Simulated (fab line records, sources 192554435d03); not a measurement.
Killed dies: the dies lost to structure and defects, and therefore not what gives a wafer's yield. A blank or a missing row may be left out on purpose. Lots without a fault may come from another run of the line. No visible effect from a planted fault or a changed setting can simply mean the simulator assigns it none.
fab line records	flow n5Finfet	part 1 of 2: steps 1 to 4 of 6
record lots=24	wafers=72	lastDay=18
route steps=1938 shown MOL_CONTACT_COAG@622 BEOL_M0_SAQP@658
lots with no fault: from the same line, run without faults
startH: hours from the record's first day to the start of the lot's first wafer shown	waitH: time in hours since the lot's previous step	" repeats the value in the row above	L1.1+2: a row that stands for several wafers	- no value, or no start was given	* or withheld: withheld	< > ~ a bound
route shown NAME@n: NAME is a module with steps in the file, n the number in the route of the first one	usual: mean and standard deviation over wafers with no fault	same: alike in all rows	chamber/n: place in a boat	sites: per-site readings	_std_site: their standard deviation	_edge_site: outer sites' mean less inner sites'	radiusMm: how far each site lies from the wafer's centre	mask NAME#n: copy n	behind: tool/chamber where the wafer was last shaped	hold: reason for holding the lot/hours on hold/outcome of the hold	device: names the non-switching transistor (n, p or np)	end of line: tests of these same wafers at the route's end	step lacking rows: just its recipe	killed: count of dies lost to structure and defects at first sort (not the wafer's yield)	map: dies across one wafer; x = killed, . = not, _ = none there
set.NAME: the setting that was run; set.NAME@STEP: the one run at that earlier step	model.NAME: the simulator's own value behind a step, which no gauge read
steps of the route over a sample of lots; a table a step, a row a wafer
services: a tool's chamber out of use, with start hour (startH, from the record's first day; less than 0 if before it), hours out, and reason
## steps
# step N5_MOL_CONTACT_COAG_CD_MEAS_101
# recipe targetCdNm=16
# usual cdNm=15.8/0.38
lot.wafer	tool	chamber	startH	waitH	cdNm
L074.1	cdSem-01	-	102.90	0.0	15.4
L074.4	"	-	"	"	15.7
L074.6	"	-	"	"	15.3
L075.2	cdSem-03	-	107.76	0.0	16.4
L075.3	"	-	"	"	16.7
L075.6	"	-	"	"	15.8
L076.1	cdSem-02	-	123.32	0.0	15.6
L076.3	"	-	"	"	15.4
L076.6	"	-	"	"	15.8
L078.2	cdSem-02	-	126.36	0.0	16.3
L078.3	"	-	"	"	16.1
L078.5	"	-	"	"	16.2
L077.2	cdSem-03	-	126.78	0.0	15.9
L077.4	"	-	"	"	15.7
L077.6	"	-	"	"	15.6
L079.1	cdSem-02	-	134.47	0.0	15.2
L079.5	"	-	"	"	15.3
L079.6	"	-	"	"	15.9
L080.1	cdSem-01	-	138.32	0.0	16.1
L080.3	"	-	"	"	15.7
L080.5	"	-	"	"	15.8
L081.1	cdSem-01	-	142.22	0.0	16.0
L081.2	"	-	"	"	15.8
L081.4	"	-	"	"	15.8
L082.2	cdSem-03	-	146.98	0.0	15.3
L082.3	"	-	"	"	15.4
L082.4	"	-	"	"	15.9
L083.1	cdSem-02	-	157.57	0.0	15.5
L083.5	"	-	"	"	14.8
L083.6	"	-	"	"	16.0
L084.3	cdSem-03	-	165.79	0.0	15.7
L084.4	"	-	"	"	16.1
L084.6	"	-	"	"	16.1
L085.1	cdSem-02	-	168.96	0.0	16.1
L085.3	"	-	"	"	16.1
L085.5	"	-	"	"	16.3
L086.1	cdSem-02	-	178.44	0.0	15.6
L086.3	"	-	"	"	15.8
L086.6	"	-	"	"	15.7
L087.2	cdSem-01	-	178.98	0.0	15.4
L087.5	"	-	"	"	15.4
L087.6	"	-	"	"	16.0
L088.1	cdSem-01	-	186.57	0.0	15.6
L088.4	"	-	"	"	15.2
L088.5	"	-	"	"	15.8
L089.1	cdSem-01	-	188.20	0.0	14.9
L089.4	"	-	"	"	15.7
L089.6	"	-	"	"	16.2
L090.3	cdSem-02	-	198.80	0.0	16.1
L090.4	"	-	"	"	16.0
L090.6	"	-	"	"	15.9
L091.2	cdSem-02	-	202.51	0.0	15.9
L091.3	"	-	"	"	15.8
L091.5	"	-	"	"	15.6
L092.1	cdSem-01	-	210.15	0.0	15.8
L092.2	"	-	"	"	15.2
L092.5	"	-	"	"	15.4
L093.3	cdSem-01	-	213.07	0.0	15.8
L093.5	"	-	"	"	16.5
L093.6	"	-	"	"	15.9
L094.2	cdSem-03	-	226.75	0.0	16.5
L094.3	"	-	"	"	16.7
L094.6	"	-	"	"	16.4
L095.2	cdSem-03	-	228.41	0.0	15.8
L095.5	"	-	"	"	15.7
L095.6	"	-	"	"	15.3
L096.4	cdSem-01	-	236.06	0.0	15.7
L096.5	"	-	"	"	16.0
L096.6	"	-	"	"	15.3
L097.2	cdSem-01	-	241.30	0.0	16.0
L097.3	"	-	"	"	16.4
L097.6	"	-	"	"	15.9
# step N5_MOL_CONTACT_COAG_CMP_52
# recipe stopOn=SiO2	tOverpolishS=1.5	postCmpClean=wDiluteNh4oh	downForcePsi=4	platenRpm=50.289	padVelocityMS=1.0006	targetThkNm=66.5
# usual motorCurrentA=12.0/1.5	overpolishRunS=1.500/0.0088	slurryFlowMlMin=150.0/0.45	timeToEndpointS=12.2/2.8
lot.wafer	tool	chamber	startH	waitH	motorCurrentA	overpolishRunS	slurryFlowMlMin	timeToEndpointS
L074.4	cmp-04	1	103.36	0.0	12.6	1.497	150.5	8.7
L074.1	"	2	"	"	12.9	1.507	150.3	14.5
L074.6	"	2	"	"	11.1	1.491	149.8	15.1
L075.2	cmp-04	2	108.21	0.0	12.7	1.495	150.1	11.5
L075.3	"	3	"	"	13.2	1.488	149.2	6.6
L075.6	"	3	"	"	12.6	1.491	149.2	9.2
L076.3	cmp-03	0	123.81	0.0	12.2	1.505	149.9	7.5
L076.1	"	2	"	"	14.9	1.497	150.2	13.1
L076.6	"	0	"	"	13.0	1.510	150.9	10.0
L078.3	cmp-03	1	126.84	0.1	10.0	1.521	150.0	10.2
L078.2	"	3	"	"	12.7	1.494	149.7	13.5
L078.5	"	0	"	"	13.9	1.506	149.5	7.6
L077.2	cmp-01	2	127.27	0.1	9.6	1.506	150.4	15.7
L077.4	"	0	"	"	11.3	1.513	149.7	12.4
L077.6	"	2	"	"	9.5	1.501	150.4	18.7
L079.1	cmp-03	1	135.00	0.1	10.0	1.498	149.6	11.4
L079.5	"	3	"	"	12.0	1.506	150.4	14.1
L079.6	"	0	"	"	14.0	1.495	150.4	7.8
L080.1	cmp-03	1	138.77	0.0	9.9	1.504	149.6	11.4
L080.3	"	2	"	"	14.0	1.511	149.8	13.5
L080.5	"	1	"	"	10.3	1.492	150.0	12.6
L081.1	cmp-01	2	142.67	0.0	9.4	1.497	149.7	13.4
L081.4	"	0	"	"	12.3	1.484	151.0	7.5
L081.2	"	1	"	"	12.3	1.484	150.2	10.5
L082.3	cmp-03	2	147.44	0.0	14.9	1.499	149.6	15.3
L082.2	"	3	"	"	12.6	1.481	149.7	16.1
L082.4	"	1	"	"	10.3	1.475	150.1	12.1
L083.1	cmp-03	0	158.14	0.1	11.9	1.496	149.7	7.4
L083.6	"	1	"	"	10.1	1.499	150.0	9.8
L083.5	"	2	"	"	14.2	1.498	149.8	11.3
L084.4	cmp-04	1	166.24	0.0	13.3	1.501	150.5	6.7
L084.3	"	0	"	"	9.8	1.498	150.6	12.7
L084.6	"	1	"	"	13.6	1.505	150.2	7.2
L085.3	cmp-01	1	169.46	0.1	12.1	1.495	150.7	11.3
L085.1	"	3	"	"	11.7	1.514	149.7	10.5
L085.5	"	0	"	"	12.2	1.499	149.7	8.2
L086.3	cmp-03	2	178.94	0.1	14.5	1.503	149.2	14.6
L086.1	"	0	"	"	13.2	1.473	149.1	11.1
L086.6	"	2	"	"	14.8	1.491	150.1	12.5
L087.2	cmp-03	0	179.54	0.1	13.3	1.503	150.0	8.3
L087.6	"	1	"	"	10.0	1.501	150.2	8.4
L087.5	"	2	"	"	14.2	1.495	149.7	14.3
L088.1	cmp-01	1	187.03	0.0	12.4	1.499	149.3	11.9
L088.4	"	3	"	"	12.0	1.498	149.8	13.2
L088.5	"	1	"	"	12.1	1.497	150.4	10.9
L089.1	cmp-04	2	188.69	0.1	12.1	1.494	150.8	16.8
L089.4	"	0	"	"	10.0	1.506	149.6	14.6
L089.6	"	2	"	"	12.7	1.500	149.7	16.8
L090.3	cmp-01	1	199.33	0.1	11.6	1.508	151.0	10.4
L090.4	"	2	"	"	9.5	1.499	149.9	15.7
L090.6	"	3	"	"	12.2	1.514	149.7	12.6
L091.3	cmp-01	2	203.06	0.1	9.3	1.496	150.3	13.0
L091.2	"	3	"	"	11.8	1.503	149.8	11.0
L091.5	"	3	"	"	12.1	1.505	150.7	11.3
L092.1	cmp-04	3	210.65	0.1	12.4	1.501	150.8	9.9
L092.2	"	0	"	"	10.0	1.490	149.9	15.1
L092.5	"	2	"	"	12.5	1.509	150.6	16.2
L093.3	cmp-03	3	213.56	0.1	12.6	1.504	149.8	15.1
L093.6	"	2	"	"	13.8	1.498	150.6	16.3
L093.5	"	3	"	"	12.7	1.497	149.8	15.8
L094.2	cmp-04	2	227.23	0.1	12.3	1.484	150.2	16.7
L094.3	"	0	"	"	10.1	1.494	150.1	13.3
L094.6	"	2	"	"	12.4	1.492	150.1	15.6
L095.2	cmp-01	1	228.94	0.1	12.6	1.510	149.7	12.0
L095.5	"	3	"	"	11.6	1.485	149.4	12.5
L095.6	"	0	"	"	11.9	1.496	150.1	8.1
L096.4	cmp-03	3	236.70	0.2	12.0	1.511	150.2	18.0
L096.5	"	1	"	"	10.3	1.497	148.8	14.7
L096.6	"	2	"	"	14.7	1.500	149.8	16.0
L097.3	cmp-01	0	241.82	0.1	12.4	1.483	150.1	9.8
L097.2	"	1	"	"	12.1	1.506	150.0	12.9
L097.6	"	3	"	"	11.6	1.499	150.5	9.9
# step N5_BEOL_M0_SAQP_MANDREL_ETCH_20
# recipe targetDepthA=600	chemistry=HBr/Cl2	target=a-Si	stopOn=SiNx	btTimeS=10	maskMaterial=SOC	overEtchFrac=0.5	timeS=30	pressureMtorr=10	icpW=800	biasW=75	HBr_flow_sccm=150	Cl2_flow_sccm=80	ends=endPoint
# usual chamberPressureMTorr=10.000/0.0092	drypumpMotorCurrentA=5.9/0.37	oesProductAu=0.772/0.015	throttleValvePct=35.3/0.38
lot.wafer	tool	chamber	startH	waitH	chamberPressureMTorr	drypumpMotorCurrentA	oesProductAu	rfHoursCounterH	throttleValvePct
L074.1	rieSi-06	3	110.10	0.0	9.996	6.3	0.771	125	35.1
L074.4	"	0	"	"	9.988	5.2	0.801	37	35.5
L074.6	"	2	"	"	10.005	6.2	0.771	-	34.6
L075.2	rieSi-06	0	117.03	0.0	10.002	5.2	0.778	37	35.5
L075.3	"	2	"	"	10.012	6.1	0.760	11	34.6
L075.6	"	1	"	"	9.993	6.2	0.789	-	35.3
L076.1	rieSi-06	0	129.35	0.0	10.005	5.2	0.795	38	35.5
L076.3	"	1	"	"	9.994	6.2	0.783	193	35.3
L076.6	"	2	"	"	9.992	6.1	0.760	-	34.6
L078.2	rieSi-05	1	132.77	0.0	9.993	6.2	0.786	118	35.4
L078.3	"	2	"	"	9.988	6.4	0.769	92	35.4
L078.5	"	3	"	"	9.997	5.8	0.767	-	36.1
L077.2	rieSi-04	1	136.44	0.0	9.988	5.9	0.784	99	35.1
L077.4	"	3	"	"	10.005	5.7	0.778	28	35.1
L077.6	"	2	"	"	9.988	5.9	0.764	-	35.1
L079.1	rieSi-06	1	141.42	0.0	10.002	6.1	0.779	194	35.3
L079.5	"	3	"	"	10.000	6.3	0.765	-	35.1
L079.6	"	2	"	"	9.992	6.2	0.761	-	34.6
L080.1	rieSi-05	3	144.24	0.0	10.001	5.8	0.751	158	36.2
L080.3	"	0	"	"	9.998	5.3	0.752	4	35.5
L080.5	"	1	"	"	9.998	6.1	0.788	-	35.3
L081.1	rieSi-06	0	148.99	0.0	9.999	5.2	0.795	38	35.5
L081.2	"	1	"	"	10.011	6.2	0.769	194	35.3
L081.4	"	2	"	"	9.998	6.1	0.766	11	34.6
L082.2	rieSi-05	3	152.39	0.0	10.013	5.8	0.757	158	36.1
L082.3	"	0	"	"	9.992	5.3	0.771	4	35.4
L082.4	"	1	"	"	9.996	6.2	0.805	119	35.3
L083.1	rieSi-04	3	163.79	0.0	10.009	5.7	0.787	29	35.1
L083.5	"	3	"	"	9.987	5.7	0.802	-	35.1
L083.6	"	0	"	"	10.003	5.5	0.770	-	35.7
L084.3	rieSi-04	3	171.52	0.0	9.996	5.7	0.776	29	35.1
L084.4	"	0	"	"	10.000	5.6	0.772	42	35.7
L084.6	"	1	"	"	10.001	5.9	0.790	-	35.1
L085.1	rieSi-05	0	175.85	0.0	10.009	5.3	0.755	4	35.5
L085.3	"	3	"	"	10.004	5.9	0.754	158	36.2
L085.5	"	3	"	"	9.999	5.9	0.761	-	36.1
L086.1	rieSi-04	3	186.58	0.0	10.011	5.6	0.769	29	35.1
L086.3	"	0	"	"	10.000	5.5	0.769	43	35.8
L086.6	"	2	"	"	9.989	5.9	0.751	-	35.1
L087.2	rieSi-04	3	188.18	0.0	10.003	5.7	0.784	30	35.1
L087.5	"	3	"	"	9.997	5.7	0.788	-	35.1
L087.6	"	2	"	"	10.010	5.9	0.763	-	35.1
L088.1	rieSi-06	2	196.68	0.0	10.003	6.1	0.771	12	34.6
L088.4	"	3	"	"	9.999	6.3	0.767	127	35.1
L088.5	"	2	"	"	10.002	6.2	0.751	-	34.6
L089.1	rieSi-05	2	197.46	0.0	10.011	6.4	0.766	93	35.4
L089.4	"	3	"	"	10.008	5.9	0.752	159	36.2
L089.6	"	0	"	"	10.007	5.3	0.768	-	35.4
L090.3	rieSi-04	1	204.81	0.0	10.002	5.9	0.785	101	35.1
L090.4	"	0	"	"	9.997	5.6	0.775	43	35.7
L090.6	"	1	"	"	9.969	5.9	0.789	-	35.1
L091.2	rieSi-05	1	208.53	0.0	10.014	6.1	0.782	120	35.4
L091.3	"	3	"	"	10.006	5.8	0.759	159	36.1
L091.5	"	2	"	"	10.007	6.4	0.772	-	35.4
L092.1	rieSi-06	3	217.53	0.0	10.005	6.3	0.750	127	35.1
L092.2	"	1	"	"	9.996	6.2	0.764	1	35.1
L092.5	"	3	"	"	9.984	6.3	0.767	-	35.1
L093.3	rieSi-05	3	218.46	0.0	10.010	5.8	0.751	159	36.2
L093.5	"	2	"	"	10.006	6.4	0.766	-	35.4
L093.6	"	3	"	"	9.996	5.8	0.766	-	36.1
L094.2	rieSi-06	2	235.40	0.0	10.022	6.1	0.757	13	34.6
L094.3	"	3	"	"	9.996	6.3	0.780	127	35.1
L094.6	"	0	"	"	9.993	5.2	0.808	-	35.5
L095.2	rieSi-05	1	236.12	0.0	9.995	6.1	0.787	120	35.3
L095.5	"	0	"	"	9.996	5.3	0.754	-	35.5
L095.6	"	1	"	"	10.004	6.1	0.797	-	35.3
L096.4	rieSi-05	1	244.92	0.1	9.997	6.2	0.777	-	35.4
L096.5	"	0	"	"	10.017	5.3	0.768	-	35.5
L096.6	"	2	"	"	9.992	6.4	0.760	-	35.4
L097.2	rieSi-04	0	246.76	0.0	10.001	5.5	0.763	44	35.7
L097.3	"	2	"	"	9.999	5.9	0.760	144	35.0
L097.6	"	3	"	"	10.010	5.7	0.784	-	35.1
# step N5_BEOL_M0_SAQP_SPACER2_ALD_26
# recipe material=SiO2	targetThkA=150	tempC=300	aldPrecursorFamily=BDEAS	aldCoReactant=O2-plasma	pulseTimeS=1	purgeTimeS=2	coReactantPurgeTimeS=2	pressureTorr=2
# usual chamberPressureTorr=1.999/0.0042	heaterPowerW=476/53	precursorPulseHeightRel=1.002/0.021
# same coReactantPurgeTimeS=2
lot.wafer	tool	chamber	startH	waitH	chamberPressureTorr	heaterPowerW	precursorPulseHeightRel
L074.1	aldSin-04	1	114.71	0.1	2.000	418	0.980
L074.4	"	2	"	"	2.000	457	0.999
L074.6	"	0	"	"	2.001	440	1.000
L075.2	aldSin-04	0	119.61	0.2	2.004	426	0.980
L075.3	"	3	"	"	2.005	572	0.978
L075.6	"	0	"	"	1.996	437	0.994
L076.1	aldSin-03	3	133.22	0.7	1.999	394	0.988
L076.3	"	0	"	"	1.999	577	1.042
L076.6	"	2	"	"	2.003	469	1.002
L078.2	aldSin-04	1	135.41	0.1	2.005	414	0.997
L078.3	"	3	"	"	2.003	576	1.032
L078.5	"	3	"	"	2.006	550	1.005
L077.2	aldSin-03	1	141.17	0.1	1.997	512	0.998
L077.4	"	3	"	"	1.999	408	0.992
L077.6	"	3	"	"	2.001	407	1.003
L079.1	aldSin-04	3	144.22	0.2	1.995	555	0.987
L079.5	"	0	"	"	2.000	433	0.993
L079.6	"	3	"	"	2.000	551	1.027
L080.1	aldSin-01	0	146.81	0.1	1.999	521	1.016
L080.3	"	2	"	"	1.999	420	0.966
L080.5	"	3	"	"	1.995	454	1.002
L081.1	aldSin-03	3	151.65	0.1	2.000	413	0.989
L081.2	"	1	"	"	2.001	500	0.988
L081.4	"	0	"	"	1.993	573	0.989
L082.2	aldSin-01	0	154.92	0.1	2.002	526	0.990
L082.3	"	2	"	"	2.000	430	0.970
L082.4	"	1	"	"	1.993	446	0.997
L083.1	aldSin-04	0	166.67	0.2	1.998	445	0.998
L083.5	"	0	"	"	2.003	441	1.054
L083.6	"	3	"	"	1.999	564	0.989
L084.3	aldSin-04	3	174.29	0.1	1.999	557	1.007
L084.4	"	1	"	"	2.002	426	1.024
L084.6	"	0	"	"	2.004	426	0.976
L085.1	aldSin-04	2	178.92	0.2	1.996	466	0.967
L085.3	"	3	"	"	1.997	551	1.006
L085.5	"	1	"	"	2.003	434	1.001
L086.1	aldSin-01	2	189.86	0.4	1.995	437	1.002
L086.3	"	3	"	"	1.997	457	1.019
L086.6	"	2	"	"	2.003	440	0.988
L087.2	aldSin-03	0	191.28	0.1	1.999	570	1.010
L087.5	"	1	"	"	2.000	485	0.995
L087.6	"	0	"	"	1.991	580	1.019
L088.1	aldSin-04	2	199.27	0.1	2.000	495	1.007
L088.4	"	3	"	"	2.003	546	1.019
L088.5	"	3	"	"	2.010	563	0.998
L089.1	aldSin-04	1	200.38	0.1	2.003	418	1.019
L089.4	"	0	"	"	2.007	434	1.045
L089.6	"	3	"	"	1.990	567	0.969
L090.3	aldSin-01	1	208.10	0.1	1.998	446	1.004
L090.4	"	3	"	"	2.002	451	1.006
L090.6	"	0	"	"	1.993	518	0.946
L091.2	aldSin-04	0	211.57	0.1	1.998	448	1.013
L091.3	"	3	"	"	2.002	567	0.991
L091.5	"	1	"	"	2.007	420	1.001
L092.1	aldSin-01	0	220.50	0.1	2.001	523	1.007
L092.2	"	2	"	"	2.000	447	1.011
L092.5	"	1	"	"	2.000	441	1.023
L093.3	aldSin-01	1	221.06	0.1	2.003	440	1.031
L093.5	"	2	"	"	2.000	440	1.025
L093.6	"	1	"	"	2.001	448	0.989
L094.2	aldSin-04	0	237.71	0.1	1.992	445	1.027
L094.3	"	1	"	"	1.998	439	0.970
L094.6	"	2	"	"	1.994	480	1.007
L095.2	aldSin-04	1	239.02	0.1	2.001	428	0.997
L095.5	"	2	"	"	1.997	477	0.995
L095.6	"	3	"	"	1.996	572	1.001
L096.4	aldSin-04	0	248.16	0.1	2.001	429	1.021
L096.5	"	2	"	"	1.993	471	0.992
L096.6	"	1	"	"	2.002	423	0.970
L097.2	aldSin-01	1	249.36	0.1	1.996	443	1.020
L097.3	"	3	"	"	2.007	470	0.990
L097.6	"	3	"	"	2.000	457	1.035
